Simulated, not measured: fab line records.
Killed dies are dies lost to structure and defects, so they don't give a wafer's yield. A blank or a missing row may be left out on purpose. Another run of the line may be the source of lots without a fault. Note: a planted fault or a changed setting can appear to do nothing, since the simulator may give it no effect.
Which of the tools did it? -- flow nandHarc -- Sampling: 11 lots, 33 wafers, 6 of 1302 route steps

## WHAT THE GAUGES READ, wafer by wafer
NHARC_A_CONTACT_CD_MEAS_42 targets a cd of 300 nm. Usual: cdNm 300.1 nm, standard deviation 0.56.
lot,measured,on,cdNm (nm),flag
L404,day 22 03:33,cdSem-01,299.4 300.9 299.9,
L408,day 23 08:40,cdSem-03,299.8 300.8 300.1,
L411,day 24 19:40,cdSem-02,301.3 300.3 300.8,
L412,day 25 08:58,cdSem-03,300.7 300.0 299.8,
L413,day 27 02:51,cdSem-02,325.5 325.8 325.6,OFF
L420,day 27 12:47,cdSem-02,300.1 299.9 300.3,
L418,day 27 13:02,cdSem-01,321.1 320.8 320.9,OFF
L422,day 29 00:25,cdSem-02,299.6 299.8 299.4,
L421,day 29 00:38,cdSem-01,300.1 300.0 300.1,
L423,day 30 02:08,cdSem-02,300.3 299.6 300.4,
L426,day 31 01:59,cdSem-01,299.7 299.2 300.0,

NHARC_END_SORT_01. Usual: killedAtArray 57, standard deviation 17; killedAtOther 0.5, standard deviation 0.82; killedAtPeriphery 4.0, standard deviation 2.8; killedDies 61, standard deviation 18; killedOpen 2.9, standard deviation 2; killedShort 2.3, standard deviation 1.7.
lot,measured,on,killedAtArray,killedAtOther,killedAtPeriphery,killedDies,killedOpen,killedShort,flag
L426,day 34 12:46,prober-01,31 41 35,0 2 2,1 9 3,32 52 40,4 4 0,0 5 1,

## EACH LOT AND THE TOOL THAT RAN IT (in order: tool; ch and the chambers of the sampled wafers; start)
lot,NHARC_A_CONTACT_DEP_29,NHARC_A_CONTACT_EXPOSE_39,NHARC_A_CONTACT_ETCH_49,NHARC_A_CONTACT_ETCH_51
L404,"pecvd-04 ch 0,1,2, day 22 02:54","arfiScanner-02 ch 0, day 22 03:25","rieDiel-01 ch 0,1, no start","rieDiel-01 ch 0,1,2, no start"
L408,"pecvd-01 ch 0,2, day 23 08:04","arfiScanner-03 ch 0, day 23 08:32","rieDiel-08 ch 1,2, no start","rieDiel-08 ch 0,1,2, no start"
L411,"pecvd-02 ch 0,1,2, day 24 19:04","arfiScanner-03 ch 0, day 24 19:31","rieDiel-01 ch 0,1, no start","rieDiel-01 ch 0,3, no start"
L412,"pecvd-02 ch 0,2, day 25 08:16","arfiScanner-02 ch 0, day 25 08:50","rieDiel-08 ch 1,2,3, no start","rieDiel-08 ch 0,1, no start"
L413,"pecvd-01 ch 1,2, day 27 02:07","arfiScanner-02 ch 0, day 27 02:43","rieDiel-10 ch 1,2, no start","rieDiel-10 ch 2,3, no start"
L420,"pecvd-01 ch 0,2, day 27 12:04","arfiScanner-03 ch 0, day 27 12:39","rieDiel-10 ch 0,1,3, no start","rieDiel-10 ch 0,1,3, no start"
L418,"pecvd-02 ch 0,1,2, day 27 12:19","arfiScanner-02 ch 0, day 27 12:53","rieDiel-01 ch 2,3, no start","rieDiel-01 ch 1,2,3, no start"
L422,"pecvd-01 ch 0,1,2, day 28 23:47","arfiScanner-01 ch 0, day 29 00:17","rieDiel-01 ch 0,3, no start","rieDiel-01 ch 0,1,2, no start"
L421,"pecvd-01 ch 0,1,2, day 29 00:03","arfiScanner-01 ch 0, day 29 00:31","rieDiel-10 ch 0,1,2, no start","rieDiel-10 ch 1,2,3, no start"
L423,"pecvd-04 ch 0,2, day 30 01:31","arfiScanner-01 ch 0, day 30 01:59","rieDiel-01 ch 1,2, no start","rieDiel-01 ch 1,3, no start"
L426,"pecvd-04 ch 0,2, day 31 01:25","arfiScanner-01 ch 0, day 31 01:52","rieDiel-01 ch 0,2,3, day 34 12:46 or earlier","rieDiel-01 ch 0,1,3, day 34 12:46 or earlier"
- NHARC_A_CONTACT_DEP_29: deposits SiON, target thk 100 nm.
- NHARC_A_CONTACT_EXPOSE_39: exposes mask A CC 3.
- NHARC_A_CONTACT_ETCH_49: etches the open film in N2/H2, target depth 260 nm, time 475.3 s.
- NHARC_A_CONTACT_ETCH_51: etches the open film in O2/COS, target depth 7000 nm, time 1820 s.

## AS READ BY THE TOOLS THEMSELVES (means over the sampled wafers that have a number; for cases with no such wafer, the mark the record gives instead)
NHARC_A_CONTACT_DEP_29. Usual: heaterPowerW 709 W, standard deviation 75; rfFwdPowerW 348.6 W, standard deviation 1.
lot,tool,heaterPowerW (W),rfFwdPowerW (W),flag
L404,pecvd-04,732,348.6,
L408,pecvd-01,745,348.1,
L411,pecvd-02,709,348.0,
L412,pecvd-02,783,348.2,
L413,pecvd-01,681,348.4,
L420,pecvd-01,702,348.3,
L418,pecvd-02,717,348.2,
L422,pecvd-01,635,348.4,
L421,pecvd-01,707,348.4,
L423,pecvd-04,620,349.9,
L426,pecvd-04,637,348.1,

NHARC_A_CONTACT_EXPOSE_39. Usual: exposureDoseMJCm2 58.79, standard deviation 0.056.
lot,tool,exposureDoseMJCm2,flag
L404,arfiScanner-02,58.83,
L408,arfiScanner-03,58.82,
L411,arfiScanner-03,58.83,
L412,arfiScanner-02,58.76,
L413,arfiScanner-02,91.05,OFF
L420,arfiScanner-03,58.83,
L418,arfiScanner-02,85.12,OFF
L422,arfiScanner-01,58.85,
L421,arfiScanner-01,58.72,
L423,arfiScanner-01,58.75,
L426,arfiScanner-01,58.81,

NHARC_A_CONTACT_ETCH_49. Usual: value, then standard deviation, for each; drypumpMotorCurrentA 5.8 A / 0.43; h2FlowSccm 150.0 sccm / 0.46; oesProductAu 1.003 a.u. / 0.01; rfFwdPowerW 399.2 W / 1.2; rfVppV 429.7 V / 2.6; showerheadPlenumPTorr 2.01 Torr / 0.086; throttleValvePct 14.171 % / 0.0096.
lot,tool,drypumpMotorCurrentA (A),h2FlowSccm (sccm),oesProductAu (a.u.),rfFwdPowerW (W),rfVppV (V),showerheadPlenumPTorr (Torr),throttleValvePct (%),flag
L404,rieDiel-01,5.8,150.2,1.004,399.5,429.5,2.00,14.171,
L408,rieDiel-08,6.6,149.7,1.011,399.9,430.8,2.03,14.178,
L411,rieDiel-01,6.1,150.0,1.008,400.2,429.9,2.02,14.167,
L412,rieDiel-08,6.3,150.0,1.001,399.9,429.9,2.01,14.168,
L413,rieDiel-10,5.4,149.9,0.992,397.9,431.4,2.10,14.178,
L420,rieDiel-10,5.4,150.1,0.998,399.4,428.1,1.96,14.170,
L418,rieDiel-01,5.7,150.0,0.997,399.2,428.0,1.96,14.166,
L422,rieDiel-01,5.5,150.3,0.998,401.1,428.9,1.98,14.170,
L421,rieDiel-10,5.5,150.0,0.993,399.9,431.3,2.06,14.166,
L423,rieDiel-01,6.0,149.7,1.005,398.3,428.0,1.97,14.176,
L426,rieDiel-01,5.6,149.8,1.006,398.5,427.7,1.97,14.171,

NHARC_A_CONTACT_ETCH_51. Usual: drypumpMotorCurrentA 5.8 A, standard deviation 0.42; oesProductAu 1.004 a.u., standard deviation 0.011; rfFwdPowerW 499.8 W, standard deviation 1.5; rfVppV 313.7 V, standard deviation 1.9; showerheadPlenumPTorr 3.09 Torr, standard deviation 0.12; throttleValvePct 28.330 %, standard deviation 0.009.
lot,tool,drypumpMotorCurrentA (A),oesProductAu (a.u.),rfFwdPowerW (W),rfVppV (V),showerheadPlenumPTorr (Torr),throttleValvePct (%),flag
L404,rieDiel-01,5.9,0.998,499.7,312.6,3.05,28.327,
L408,rieDiel-08,6.3,1.003,499.3,314.6,3.19,28.324,
L411,rieDiel-01,5.5,1.005,499.7,313.2,3.04,28.330,
L412,rieDiel-08,6.2,0.998,499.1,315.7,3.20,28.336,
L413,rieDiel-10,5.5,1.010,499.2,313.8,3.08,28.332,
L420,rieDiel-10,5.4,0.995,500.6,313.4,3.01,28.328,
L418,rieDiel-01,5.9,0.998,500.7,313.4,3.06,28.329,
L422,rieDiel-01,5.9,1.003,499.9,313.0,3.04,28.332,
L421,rieDiel-10,5.5,0.999,501.3,314.1,3.13,28.332,
L423,rieDiel-01,6.0,1.018,499.7,313.9,3.11,28.327,
L426,rieDiel-01,5.7,1.014,499.7,312.6,3.07,28.324,

## THE ANSWER, worked out from the rows above alone
Rule: a lot is off if the mean of its wafers that have a number lies more than 3 standard deviations from the usual mean. A lot without any number at a reading at which 4 lots or more have one is off too. Where the step has rows for the other lots, those lots are counted as sound. After the gauges, taken in route order, come the tools' own readings; for these a lot's mean is taken, as printed above. The first step at which some lot is off is used, and at that step the reading that is off furthest; a lot without a number counts as furthest.
Off, at NHARC_A_CONTACT_CD_MEAS_42 on cdNm: L413, L418.
If a tool, at a process step before that reading, ran all the lots that are off and no sound lot after the first of them, it fits. The gauges at NHARC_A_CONTACT_CD_MEAS_42 aren't tried: what is off there is off at NHARC_A_CONTACT_EXPOSE_39 too, on other tools, and a gauge's error can't cause that. One fits: NHARC_A_CONTACT_EXPOSE_39 on arfiScanner-02. A fault onset in the window from L412 (day 25 08:50, its last sound lot) to L413 (day 27 02:43, its first lot off) fits.
On the lots that are off, the tool's own readings at NHARC_A_CONTACT_EXPOSE_39 differ by more than 5 times the standard deviation of the sound lots' means, which bears it out; exposureDoseMJCm2 reads 88.09 there versus 58.80 on the sound lots.

## WHAT THE SIMULATOR HAD PUT IN
Process parameter drift: arfiScanner-02, from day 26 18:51 on, at NHARC_A_CONTACT_EXPOSE_39. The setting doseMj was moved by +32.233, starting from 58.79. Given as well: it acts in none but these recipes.
Struck lots among those shown: L413, L418. This agrees with what the rule above found.
